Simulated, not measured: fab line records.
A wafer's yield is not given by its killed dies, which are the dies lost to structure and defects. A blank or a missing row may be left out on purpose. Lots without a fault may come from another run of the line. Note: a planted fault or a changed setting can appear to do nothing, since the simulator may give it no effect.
Chamber matching    flow n5 finfet    4 sister chambers for N5_BEOL_M1_ETCH_74 on rie diel-02
The step etches underlayer in N2/H2, target depth 6.5 nm, time 5.2 s. 14 wafers are shown with their chamber, then 7 later ones without.

## WAFERS, EACH WITH ITS CHAMBER
wafer   chamber  showerhead plenum p Torr (Torr)  drypump motor current A (A)  oes product au (a.u.)
L075.2  1        2.72                             6.6                          0.78
L075.4  0        2.62                             6.1                          0.60
L075.6  2        2.45                             5.3                          0.70
L079.1  0        2.62                             6.1                          0.60
L079.4  3        2.59                             5.3                          0.78
L079.6  3        2.59                             5.3                          0.78
L083.2  0        2.62                             6.2                          0.60
L083.4  2        2.45                             5.3                          0.71
L083.6  2        2.45                             5.3                          0.69
L084.1  2        2.45                             5.3                          0.70
L084.4  3        2.59                             5.2                          0.78
L084.6  3        2.59                             5.2                          0.76
L086.1  1        2.71                             6.6                          0.76
L086.5  3        2.59                             5.2                          0.77

SIGNATURES (means of the wafers above)
reading                   chamber 0  chamber 1  chamber 2  chamber 3  scatter within a chamber
showerhead plenum p Torr  2.6200     2.7150     2.4500     2.5900     0.00224
drypump motor current A   6.133      6.600      5.300      5.240      0.0432
oes product au            0.6000     0.7700     0.7000     0.7740     0.00849
Rule: distance of a wafer from a chamber = root of the sum over the readings of ((wafer's reading minus chamber's mean) / reading's scatter) squared. If the next closest chamber is less than 2 further off than the closest, the wafer can't be placed; otherwise it belongs to the closest. How the scatter is found: for the shown wafers, subtract from each reading the mean of its chamber, square and add these, divide the total by (wafers less chambers), then take the root.

## WAFERS WITHOUT THEIR CHAMBER
wafer   showerhead plenum p Torr (Torr)  drypump motor current A (A)  oes product au (a.u.)
L086.6  2.71                             6.5                          0.74
L089.2  2.58                             5.3                          0.75
L089.3  2.71                             6.5                          0.75
L089.6  2.44                             5.3                          0.66
L091.1  2.62                             6.1                          0.84
L091.2  2.58                             5.2                          0.74
L091.6  2.58                             5.2                          0.75

## CHAMBER TAKEN BY EACH
wafer    from the rows above   in truth
L086.6   1                     1
L089.2   3                     3
L089.3   1                     1
L089.6   2                     2
L091.1   3                     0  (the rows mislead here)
L091.2   3                     3
L091.6   3                     3
Placed correctly: 6 of 7. Number that these rows cannot place: 0. 1 placed wrongly.
